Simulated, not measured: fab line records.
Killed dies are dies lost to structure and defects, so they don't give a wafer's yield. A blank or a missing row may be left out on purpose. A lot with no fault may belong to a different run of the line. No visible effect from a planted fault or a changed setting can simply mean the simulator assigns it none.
Which tool did it? | flow nandHarc | 12 lots with 36 wafers sampled at 5 steps, on a route of 1302 steps

== WHAT EACH GAUGE READ, for each wafer ==
NHARC_A_CONTACT_OVL_MEAS_70. Usual: overlayXNm -0.3 nm, standard deviation 0.82; overlayYNm 0.1 nm, standard deviation 0.84.
lot  | measured     | on         | overlayXNm (nm) | overlayYNm (nm) | flag
L446 | day 21 11:34 | overlay-02 | -0.6 -0.8 -0.8  | 0.2 0.4 0.1     | 
L447 | day 22 06:11 | overlay-02 | 1.2 0.4 0.4     | -0.3 -0.5 0.2   | 
L449 | day 23 07:04 | overlay-01 | -0.1 0.4 0.4    | 0.4 0.8 0.2     | 
L452 | day 24 16:44 | overlay-02 | -0.6 0.2 -0.4   | -0.3 -0.5 -0.2  | 
L451 | day 24 16:53 | overlay-01 | -0.1 -0.3 -0.1  | 0.9 0.6 1.0     | 
L458 | day 26 14:11 | overlay-01 | -1.0 -1.1 -0.3  | 0.8 0.1 0.8     | 
L459 | day 27 08:20 | overlay-01 | -1.8 -2.2 -2.2  | 0.8 0.6 0.8     | 
L463 | day 29 13:41 | overlay-02 | 0.0 -0.1 -0.2   | 1.6 1.9 1.2     | 
L465 | day 30 07:08 | overlay-02 | 0.2 0.7 0.6     | 0.1 -0.3 -0.1   | 
L467 | day 30 21:13 | overlay-02 | -0.3 -0.7 -0.3  | 1.2 0.7 0.7     | 
L468 | day 31 12:25 | overlay-01 | 0.7 0.1 0.0     | 2.0 2.0 2.0     | 
L469 | day 32 07:38 | overlay-02 | 0.9 1.0 1.1     | -0.4 0.0 -0.5   | 

NHARC_END_SORT_01. Usual: killedAtArray 59, standard deviation 20; killedAtOther 0.8, standard deviation 1.2; killedAtPeriphery 3.5, standard deviation 2.2; killedDies 63, standard deviation 20; killedOpen 3.3, standard deviation 1.8; killedShort 2.6, standard deviation 1.7.
lot  | measured     | on        | killedAtArray | killedAtOther | killedAtPeriphery | killedDies  | killedOpen | killedShort | flag
L458 | day 29 07:23 | prober-01 | 675 676 676   | 1 0 0         | 1 1 1             | 677 677 677 | 1 4 4      | 5 4 1       | OFF
L459 | day 29 21:08 | prober-01 | 673 673 674   | 1 0 1         | 3 4 2             | 677 677 677 | 2 6 2      | 1 2 1       | OFF
L463 | day 32 04:48 | prober-02 | 41            | 0             | 1                 | 42          | 1          | 0           | 

== TOOL THAT RAN EACH LOT (tool first, then ch and the chambers of the sampled wafers, then the start) ==
lot  | NHARC_A_CONTACT_DEP_58          | NHARC_A_CONTACT_ETCH_76           | NHARC_A_CONTACT_ETCH_128
L446 | pecvd-04 ch 0,1, day 21 10:46   | rieDiel-08 ch 0,2, day 21 11:58   | harCapEtch-03 ch 0,1, day 21 14:20
L447 | pecvd-04 ch 0,2, day 22 05:34   | rieDiel-12 ch 1,2,3, day 22 06:29 | harCapEtch-03 ch 0,1, day 22 08:52
L449 | pecvd-04 ch 0,2, day 23 06:17   | rieDiel-12 ch 0,2,3, day 23 07:22 | harCapEtch-03 ch 0,1, day 23 09:28
L452 | pecvd-04 ch 1,2, day 24 15:55   | rieDiel-12 ch 0,2,3, day 24 17:08 | harCapEtch-01 ch 0,1, day 24 19:21
L451 | pecvd-02 ch 1,2, day 24 16:01   | rieDiel-12 ch 0,1,3, day 24 17:20 | harCapEtch-02 ch 0,1, day 24 19:59
L458 | pecvd-04 ch 0,2, day 26 13:23   | rieDiel-12 ch 1,3, day 26 14:29   | harCapEtch-02 ch 0,1, day 26 16:35
L459 | pecvd-02 ch 0,1, day 27 07:34   | rieDiel-12 ch 1,2,3, day 27 08:37 | harCapEtch-01 ch 0,1, day 27 10:44
L463 | pecvd-03 ch 0,1,2, day 29 12:53 | rieDiel-12 ch 0,2,3, day 29 14:10 | harCapEtch-02 ch 1, day 29 16:17
L465 | pecvd-03 ch 0,2, day 30 06:21   | rieDiel-12 ch 0,1,3, day 30 07:30 | harCapEtch-01 ch 0,1, day 30 09:33
L467 | pecvd-02 ch 1,2, day 30 20:34   | rieDiel-08 ch 0,2, day 30 21:29   | harCapEtch-03 ch 0,1, day 30 23:37
L468 | pecvd-02 ch 0,2, day 31 11:37   | rieDiel-12 ch 0,2,3, day 31 12:50 | harCapEtch-03 ch 1, day 31 15:08
L469 | pecvd-03 ch 0,2, day 32 06:57   | rieDiel-08 ch 0,1,2, day 32 07:57 | harCapEtch-03 ch 0,1, day 32 10:10
- NHARC_A_CONTACT_DEP_58: deposits SiON, target thk 90 nm.
- NHARC_A_CONTACT_ETCH_76: etches the open film in N2/H2, target depth 260 nm, time 475.3 s.
- NHARC_A_CONTACT_ETCH_128: etches the open film in C4F8/O2/Ar, time 197 s, target depth 1918 nm.

== AS READ BY THE TOOLS THEMSELVES (means over the sampled wafers that have a number; for cases with no such wafer, the mark the record gives instead) ==
NHARC_A_CONTACT_DEP_58. Usual: heaterPowerW reads 767 W (standard deviation 110).
lot  | tool     | heaterPowerW (W) | flag
L446 | pecvd-04 | 854              | 
L447 | pecvd-04 | 806              | 
L449 | pecvd-04 | 673              | 
L452 | pecvd-04 | 704              | 
L451 | pecvd-02 | 729              | 
L458 | pecvd-04 | 759              | 
L459 | pecvd-02 | 729              | 
L463 | pecvd-03 | 725              | 
L465 | pecvd-03 | 753              | 
L467 | pecvd-02 | 742              | 
L468 | pecvd-02 | 739              | 
L469 | pecvd-03 | 773              | 

NHARC_A_CONTACT_ETCH_76. Usual: biasW 149.9 W, standard deviation 0.44; chamberPressureMTorr 29.996 mTorr, standard deviation 0.026; drypumpMotorCurrentA 6.2 A, standard deviation 0.44; h2FlowSccm 150.0 sccm, standard deviation 0.43; oesProductAu 1.001 a.u., standard deviation 0.0095; rfVppV 429.7 V, standard deviation 2.4; showerheadPlenumPTorr 2.01 Torr, standard deviation 0.085; throttleValvePct 14.171 %, standard deviation 0.0096.
lot  | tool       | biasW (W) | chamberPressureMTorr (mTorr) | drypumpMotorCurrentA (A) | h2FlowSccm (sccm) | oesProductAu (a.u.) | rfVppV (V) | showerheadPlenumPTorr (Torr) | throttleValvePct (%) | flag
L446 | rieDiel-08 | 150.0     | 29.990                       | 6.4                      | 150.0             | 0.996               | 432.6      | 2.10                         | 14.168               | 
L447 | rieDiel-12 | 150.3     | 29.997                       | 6.0                      | 150.0             | 1.012               | 428.6      | 1.98                         | 14.178               | 
L449 | rieDiel-12 | 149.9     | 29.976                       | 6.0                      | 150.1             | 1.006               | 429.0      | 2.00                         | 14.164               | 
L452 | rieDiel-12 | 149.9     | 30.004                       | 6.0                      | 150.0             | 1.016               | 429.4      | 2.00                         | 14.163               | 
L451 | rieDiel-12 | 149.8     | 29.984                       | 6.4                      | 149.9             | 0.998               | 428.9      | 1.96                         | 14.163               | 
L458 | rieDiel-12 | -         | -                            | -                        | -                 | -                   | -          | -                            | -                    | OFF
L459 | rieDiel-12 | -         | -                            | -                        | -                 | -                   | -          | -                            | -                    | OFF
L463 | rieDiel-12 | 149.9     | 29.997                       | 6.0                      | 150.2             | 0.997               | 429.3      | 1.99                         | 14.172               | 
L465 | rieDiel-12 | 150.0     | 30.015                       | 6.4                      | 150.1             | 0.991               | 428.5      | 1.95                         | 14.156               | 
L467 | rieDiel-08 | 150.1     | 29.983                       | 6.4                      | 150.6             | 1.000               | 431.6      | 2.07                         | 14.168               | 
L468 | rieDiel-12 | 150.0     | 30.007                       | 6.0                      | 149.7             | 1.006               | 429.0      | 1.99                         | 14.181               | 
L469 | rieDiel-08 | 150.2     | 29.987                       | 6.2                      | 149.3             | 0.999               | 432.7      | 2.11                         | 14.172               | 

NHARC_A_CONTACT_ETCH_128. Usual: chamberPressureMTorr 20.000 mTorr, standard deviation 0.018; oesAirLineAu 1.003 a.u., standard deviation 0.019.
lot  | tool          | chamberPressureMTorr (mTorr) | oesAirLineAu (a.u.) | flag
L446 | harCapEtch-03 | 20.004                       | 0.999               | 
L447 | harCapEtch-03 | 20.012                       | 1.006               | 
L449 | harCapEtch-03 | 19.993                       | 0.993               | 
L452 | harCapEtch-01 | 20.001                       | 1.011               | 
L451 | harCapEtch-02 | 20.001                       | 1.014               | 
L458 | harCapEtch-02 | 19.999                       | 0.992               | 
L459 | harCapEtch-01 | 20.004                       | 1.009               | 
L463 | harCapEtch-02 | 19.994                       | 0.982               | 
L465 | harCapEtch-01 | 20.012                       | 1.016               | 
L467 | harCapEtch-03 | 20.002                       | 1.005               | 
L468 | harCapEtch-03 | 20.005                       | 0.997               | 
L469 | harCapEtch-03 | 19.984                       | 0.995               | 

== THE ANSWER, worked out from the rows above alone ==
Rule: a lot is off if the mean of its wafers that have a number lies more than 3 standard deviations from the usual mean. Also off: a lot with no number at a reading for which 4 or more lots have one. All remaining lots with rows at the step are treated as sound. The gauges are gone through in route order, then the tools' own readings, and for those a lot's mean is taken as printed above. The first step at which some lot is off is used, and at that step the reading that is off furthest; a lot without a number counts as furthest.
Off: L458, L459, at NHARC_END_SORT_01 (killedAtArray). Neither off nor sound, because the step has no rows for them: L446, L447, L449, L452, L451, L465, L467, L468, L469.
If a tool, at a process step before that reading, ran all the lots that are off and no sound lot after the first of them, it fits. The gauges at NHARC_END_SORT_01 aren't tried: what is off there is off at NHARC_A_CONTACT_ETCH_76 too, on other tools, and a gauge's error can't cause that. No candidate that was tried fits.

== WHAT WAS PUT IN BY THE SIMULATOR ==
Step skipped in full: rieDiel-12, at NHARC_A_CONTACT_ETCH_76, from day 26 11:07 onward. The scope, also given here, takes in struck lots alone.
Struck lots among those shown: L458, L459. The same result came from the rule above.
